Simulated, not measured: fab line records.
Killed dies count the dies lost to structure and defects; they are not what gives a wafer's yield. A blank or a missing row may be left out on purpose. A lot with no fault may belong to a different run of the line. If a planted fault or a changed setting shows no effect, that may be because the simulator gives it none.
One fault seen from 2 desks ; flow n5-finfet ; only its own numbers are on each desk; what lay behind them is given at the end

== AT THE TOOL OWNER'S DESK: rie-diel-06 ==
The tool's own readings at N5_BEOL_M3_TRENCH_ETCH_37 (etches SiOC in C4F6/O2, target depth 55.555 nm, time 29.2 s): means of the sampled wafers that have a number, for each lot that ran on this tool. The brackets show how far a lot's mean lies from the usual mean; more than 4 standard deviations puts the lot out of limits, marked OUT. Of its 8 readings 7 are shown: the one that was out of limits first, and those that lie furthest out on some lot.
Columns: A = C4F6_flow_sccm at N5_BEOL_M3_TRENCH_ETCH_37, usual 10.004 sccm; B = bias-w at N5_BEOL_M3_TRENCH_ETCH_37, usual 185.0 W; C = chamber-pressure-mTorr at N5_BEOL_M3_TRENCH_ETCH_37, usual 30.003 mTorr; D = oes-product-au at N5_BEOL_M3_TRENCH_ETCH_37, usual 0.74 a.u.; E = rf-vpp-V at N5_BEOL_M3_TRENCH_ETCH_37, usual 663 V; F = showerhead-plenum-p-Torr at N5_BEOL_M3_TRENCH_ETCH_37, usual 2.81 Torr; G = throttle-valve-pct at N5_BEOL_M3_TRENCH_ETCH_37, usual 20.86 %
lot;first seen here;A;B;C;D;E;F;G
L990;day 9 05:18;9.997;185.0;30.010;0.73;669;2.81;21.10
L991;day 9 09:55;9.966;185.3;30.013;0.74;660;2.78;21.01
L997;day 10 21:16;9.992;185.2;29.961;0.73;660;2.77;21.01
L101;day 11 20:33;9.969;170.0 (-27) OUT;29.990;0.70;626 (-4.9) OUT;2.80;21.15
L102;day 12 02:44;9.971;170.6 (-26) OUT;30.005;0.70;617 (-6.0) OUT;2.77;21.03
L104;day 13 07:56;10.031;170.6 (-26) OUT;30.010;0.77;633;2.90;21.01
This desk's finding: out of limits on L101, L102, L104; first on L101, day 11 20:33 (bias-w at N5_BEOL_M3_TRENCH_ETCH_37). In limits: L990, L991, L997.

== FROM THE METROLOGY DESK ==
What the gauges read for every lot (on any tool): the sampled wafers with a number, averaged. The brackets show how far a lot's mean lies from the usual mean; more than 4 standard deviations puts the lot out of limits, marked OUT. Shown here are 7 of its 12 readings, the ones lying furthest out on some lot.
Columns: A = trench-depth-nm at N5_BEOL_M3_OCD_MEAS_38, usual 55.3 nm; B = DIBL_N at N5_BEOL_M4_RC_MEAS_101, usual 36.5 mV/V; C = IOFF_P at N5_BEOL_M4_RC_MEAS_101, usual 0.22 nA/um; D = ION_N at N5_BEOL_M4_RC_MEAS_101, usual 673 uA/um; E = ION_P at N5_BEOL_M4_RC_MEAS_101, usual 462 uA/um; F = VT_N at N5_BEOL_M4_RC_MEAS_101, usual 249.8 mV; G = VT_P at N5_BEOL_M4_RC_MEAS_101, usual -250 mV
lot;first seen here;A;B;C;D;E;F;G
L982;day 6 21:29;55.6;35.9;0.19;667;457;251.2;-254
L983;day 7 01:55;55.1;36.1;0.23;667;462;250.3;-247
L990;day 9 03:58;54.5;36.1;0.26;676;469;248.2;-246
L991;day 9 09:10;54.8;34.6;0.16;661;449;253.7;-257
L997;day 10 18:59;55.0;37.2;0.24;688;465;246.2;-249
L101;day 11 14:59;53.4;34.0;0.19;664;462;254.4;-253
L102;day 11 17:01;53.7;35.8;0.19;669;453;251.4;-255
L105;day 12 18:43;54.8;37.8;0.26;674;462;247.3;-246
L104;day 12 22:33;53.0;36.6;0.19;667;458;252.9;-250
This desk found nothing out of limits on any of the 9 lots.

== ALL TOGETHER ==
The tool owner's desk could have raised an alarm at day 11 20:33, on L101, L102, L104.
Nothing out of limits was seen by the metrology desk.
The metrology desk holds a record of L101, L102, L104, inside its limits.
Every lot named ran N5_BEOL_M3_TRENCH_ETCH_37 on rie-diel-06.

== WHAT THE SIMULATOR PUT IN ==
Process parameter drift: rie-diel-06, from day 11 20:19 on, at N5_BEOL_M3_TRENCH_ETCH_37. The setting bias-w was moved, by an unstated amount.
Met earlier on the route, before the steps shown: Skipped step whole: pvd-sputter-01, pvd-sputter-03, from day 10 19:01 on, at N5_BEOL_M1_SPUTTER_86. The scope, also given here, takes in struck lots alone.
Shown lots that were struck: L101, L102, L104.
Each desk's first reading out of limits, in hours after the fault started: the tool owner's desk, 0.
